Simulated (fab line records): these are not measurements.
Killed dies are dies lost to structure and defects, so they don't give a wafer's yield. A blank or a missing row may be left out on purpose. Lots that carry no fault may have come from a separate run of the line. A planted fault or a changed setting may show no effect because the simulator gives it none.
Which of the tools did it? | flow n5 finfet | Sampling: 24 lots, 72 wafers, 3 of 1938 route steps

== WHAT EACH GAUGE READ, for each wafer ==
N5_HKMG_FIN_CD_MEAS_12: target cd 92.8 nm.
lot  | measured    | on        | cd nm (nm)
L074 | day 4 05:40 | cd sem-01 | 93.0 93.5 92.0
L075 | day 4 10:59 | cd sem-03 | 91.4 91.5 91.7
L077 | day 4 20:46 | cd sem-01 | 93.0 92.8 92.5
L078 | day 5 03:11 | cd sem-03 | 92.2 92.9 92.0
L079 | day 5 07:20 | cd sem-01 | 93.4 93.4 93.7
L080 | day 5 15:06 | cd sem-03 | 93.5 93.8 93.6
L081 | day 5 21:50 | cd sem-03 | 92.3 92.3 92.2
L082 | day 6 06:08 | cd sem-02 | 93.4 93.1 92.7
L083 | day 6 10:28 | cd sem-01 | 92.4 92.9 91.6
L084 | day 6 16:44 | cd sem-03 | 92.4 93.1 92.0
L085 | day 6 20:44 | cd sem-03 | 93.1 93.7 93.2
L086 | day 7 01:44 | cd sem-01 | 93.4 92.5 93.3
L087 | day 7 07:39 | cd sem-03 | 94.2 93.7 93.4
L088 | day 7 13:25 | cd sem-01 | 93.3 94.0 93.6
L089 | day 7 19:13 | cd sem-02 | 92.5 91.8 92.8
L090 | day 8 03:49 | cd sem-01 | 94.2 92.4 92.8
L091 | day 8 07:52 | cd sem-01 | 92.0 92.5 92.7
L092 | day 8 14:14 | cd sem-01 | 92.8 92.6 93.7
L093 | day 9 01:01 | cd sem-01 | 92.8 92.7 93.0
L076 | day 9 01:52 | cd sem-01 | 92.1 91.9 92.3
L094 | day 9 09:44 | cd sem-01 | 93.8 93.6 93.3
L095 | day 9 16:52 | cd sem-02 | 92.9 92.4 93.4
L097 | day 9 21:46 | cd sem-03 | 93.0 93.1 93.3
L096 | day 9 22:43 | cd sem-02 | 92.7 92.8 93.0

N5_GATE_CUT_OVL_MEAS_14.
lot  | measured     | on         | GATE_CUT_OVL (nm)
L074 | day 4 14:39  | overlay-02 | 1.4 0.8 0.5
L075 | day 4 19:38  | overlay-02 | 0.4 0.3 0.5
L077 | day 5 05:13  | overlay-02 | 0.1 0.7 1.2
L078 | day 5 11:44  | overlay-02 | 0.6 -0.2 0.6
L079 | day 5 16:17  | overlay-01 | 2.3 0.0 0.7
L080 | day 5 23:29  | overlay-02 | 0.2 0.0 -0.3
L081 | day 6 06:10  | overlay-02 | 0.1 1.6 0.6
L082 | day 6 14:31  | overlay-02 | 0.1 -0.2 0.3
L083 | day 6 19:23  | overlay-02 | 0.5 0.6 0.4
L084 | day 7 01:13  | overlay-01 | 0.0 1.2 1.2
L085 | day 7 05:47  | overlay-01 | 0.3 -0.4 0.1
L086 | day 7 10:55  | overlay-02 | -0.6 -0.6 0.0
L087 | day 7 15:54  | overlay-01 | 0.0 0.3 0.3
L088 | day 7 22:07  | overlay-02 | 0.2 0.8 0.3
L089 | day 8 03:48  | overlay-02 | 0.4 1.1 1.3
L090 | day 8 12:08  | overlay-02 | 0.6 -0.4 0.2
L091 | day 8 17:30  | overlay-01 | 0.6 0.0 0.1
L092 | day 8 22:55  | overlay-02 | -1.5 -0.3 -0.9
L093 | day 9 09:51  | overlay-01 | -0.8 0.3 -0.1
L076 | day 9 10:07  | overlay-02 | 0.9 -0.1 -0.6
L094 | day 9 17:52  | overlay-02 | 0.6 0.9 -0.2
L095 | day 10 01:25 | overlay-01 | 0.6 1.4 0.9
L097 | day 10 06:48 | overlay-01 | 0.5 0.7 0.7
L096 | day 10 07:26 | overlay-02 | 0.2 -0.1 0.2

== EACH LOT AND THE TOOL THAT RAN IT (in order: tool; ch and the chambers of the sampled wafers; start) ==
lot  | N5_HKMG_FIN_STRIP_34
L074 | rie diel-01 ch 1,2,3, day 4 06:24
L075 | rie diel-01 ch 0,2, day 4 11:27
L077 | rie diel-03 ch 0,2,3, day 4 21:08
L078 | rie diel-03 ch 1,2,3, day 5 03:33
L079 | rie diel-01 ch 0,2, day 5 08:35
L080 | rie diel-03 ch 1,2,3, day 5 15:31
L081 | rie diel-03 ch 0,1,3, day 5 22:12
L082 | rie diel-03 ch 2,3, day 6 06:30
L083 | rie diel-03 ch 0,3, day 6 10:58
L084 | rie diel-06 ch 1,2,3, day 6 17:07
L085 | rie diel-01 ch 1,2,3, day 6 21:10
L086 | rie diel-06 ch 0,1,3, day 7 02:09
L087 | rie diel-03 ch 0,1,2, day 7 08:01
L088 | rie diel-01 ch 0,1,2, day 7 13:59
L089 | rie diel-03 ch 1,3, day 7 19:35
L090 | rie diel-01 ch 0,3, day 8 04:11
L091 | rie diel-06 ch 0,2,3, day 8 08:25
L092 | rie diel-01 ch 0,1,2, day 8 14:36
L093 | rie diel-01 ch 0,2,3, day 9 01:32
L076 | rie diel-01 ch 0,1,3, day 9 02:16
L094 | rie diel-03 ch 1,2,3, day 9 10:07
L095 | rie diel-06 ch 1,2,3, day 9 17:14
L097 | rie diel-01 ch 0,2, day 9 22:32
L096 | rie diel-01 ch 0,2,3, day 9 23:11
- N5_HKMG_FIN_STRIP_34: strips in CF4.

== WHAT THE TOOLS THEMSELVES READ (means of the sampled wafers that have a number; where no wafer has one, the mark that the record gives instead) ==
N5_HKMG_FIN_STRIP_34.
lot  | tool        | drypump motor current A (A) | oes product au (a.u.) | rf vpp V (V) | showerhead plenum p Torr (Torr) | throttle valve pct (%)
L074 | rie diel-01 | 5.6                         | 0.81                  | 271.8        | 1.84                            | 13.6
L075 | rie diel-01 | 5.7                         | 0.83                  | 273.0        | 1.89                            | 13.4
L077 | rie diel-03 | 5.6                         | 0.73                  | 272.0        | 1.81                            | 13.7
L078 | rie diel-03 | 5.7                         | 0.76                  | 271.4        | 1.81                            | 13.6
L079 | rie diel-01 | 5.7                         | 0.82                  | 273.6        | 1.89                            | 13.4
L080 | rie diel-03 | 5.8                         | 0.76                  | 271.1        | 1.81                            | 13.6
L081 | rie diel-03 | 5.4                         | 0.75                  | 271.7        | 1.82                            | 13.7
L082 | rie diel-03 | 5.5                         | 0.74                  | 271.4        | 1.80                            | 13.6
L083 | rie diel-03 | 5.2                         | 0.71                  | 271.2        | 1.82                            | 13.9
L084 | rie diel-06 | 5.4                         | 0.75                  | 272.4        | 1.84                            | 13.8
L085 | rie diel-01 | 5.6                         | 0.79                  | 271.5        | 1.83                            | 13.7
L086 | rie diel-06 | 5.5                         | 0.76                  | 271.8        | 1.82                            | 13.8
L087 | rie diel-03 | 5.8                         | 0.73                  | 271.9        | 1.81                            | 13.8
L088 | rie diel-01 | 5.6                         | 0.77                  | 272.5        | 1.87                            | 13.7
L089 | rie diel-03 | 5.5                         | 0.76                  | 270.8        | 1.82                            | 13.6
L090 | rie diel-01 | 5.6                         | 0.87                  | 271.2        | 1.80                            | 13.2
L091 | rie diel-06 | 5.5                         | 0.78                  | 271.9        | 1.81                            | 13.6
L092 | rie diel-01 | 5.6                         | 0.76                  | 272.6        | 1.87                            | 13.7
L093 | rie diel-01 | 5.6                         | 0.79                  | 271.5        | 1.83                            | 13.5
L076 | rie diel-01 | 5.6                         | 0.82                  | 272.2        | 1.84                            | 13.4
L094 | rie diel-03 | 5.7                         | 0.73                  | 270.8        | 1.80                            | 13.7
L095 | rie diel-06 | 5.4                         | 0.74                  | 271.8        | 1.83                            | 13.9
L097 | rie diel-01 | 5.7                         | 0.78                  | 273.2        | 1.87                            | 13.5
L096 | rie diel-01 | 5.6                         | 0.79                  | 272.3        | 1.83                            | 13.5

== THE ANSWER, worked out from the rows above alone ==
Rule: usual is defined by the lots themselves. Put in order of their means at a reading, lots are off if they are a third of the lots or fewer, leave a main group of 4 or more, and stand apart from it by a gap of 3 or more times the standard deviation of the main group's means; of several such gaps the widest counts. A main group is skipped when, at the precision printed for the reading in the tables above, its means are all equal. A lot without any number at a reading at which 4 lots or more have one is off too. Where the step has rows for the other lots, those lots are counted as sound. Order of review: gauges by route order, followed by the tools' own readings, for which a lot's mean as printed above is used. The first step at which some lot is off is used, and at that step the reading that is off furthest; a lot without a number counts as furthest.
No lot is off on any of the readings shown, so nothing can be concluded from this.

== WHAT HAD BEEN PUT IN BY THE SIMULATOR ==
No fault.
